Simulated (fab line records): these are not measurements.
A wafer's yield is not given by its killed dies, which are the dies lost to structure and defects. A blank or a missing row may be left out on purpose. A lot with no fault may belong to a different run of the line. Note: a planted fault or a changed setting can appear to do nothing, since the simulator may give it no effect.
Matching of chambers    flow n5 finfet    3 sister chambers for N5_BEOL_M11_ILD_DEP_00 on pecvd-02
The step deposits SiCOH lowk from DEMS/porogen, target thk 308.51 nm, time 58 s. 3 wafers are shown with their chamber, then 8 later ones without.

## WAFERS, EACH WITH ITS CHAMBER
wafer   chamber  throttle valve pct (%)
L090.5  0        14.3
L090.6  1        13.2
L094.1  2        14.1

## WAFERS MISSING THEIR CHAMBER
wafer   throttle valve pct (%)
L094.5  14.3
L094.6  13.5
L093.1  13.6
L093.4  14.0
L093.5  13.3
L096.3  13.8
L096.4  13.9
L096.6  14.2

## WHICH CHAMBER EACH ONE RAN IN
wafer   from the rows above           in truth
L094.5  can't be placed: 0 or 2       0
L094.6  can't be placed: 1 or 2       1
L093.1  can't be placed: 1 or 2 or 0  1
L093.4  can't be placed: 2 or 0       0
L093.5  1                             1
L096.3  can't be placed: 2 or 0 or 1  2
L096.4  can't be placed: 2 or 0       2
L096.6  can't be placed: 2 or 0       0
1 of 8 placed correctly. From these rows, 7 cannot be placed; in 7 the true chamber is one of the candidates. Number placed wrongly: 0.
How it was worked out, from the rows above alone: a wafer's distance from a chamber is the root of the sum, over the readings, of the square of ((its reading less the chamber's mean) divided by the reading's scatter). If the next closest chamber is less than 2 further off than the closest, the wafer can't be placed; otherwise it belongs to the closest. The mean given for a chamber averages the wafers shown for that chamber. The scatter: with one shown wafer a chamber, the root of the mean of the squares of how far each hidden wafer lies from its nearest shown one.
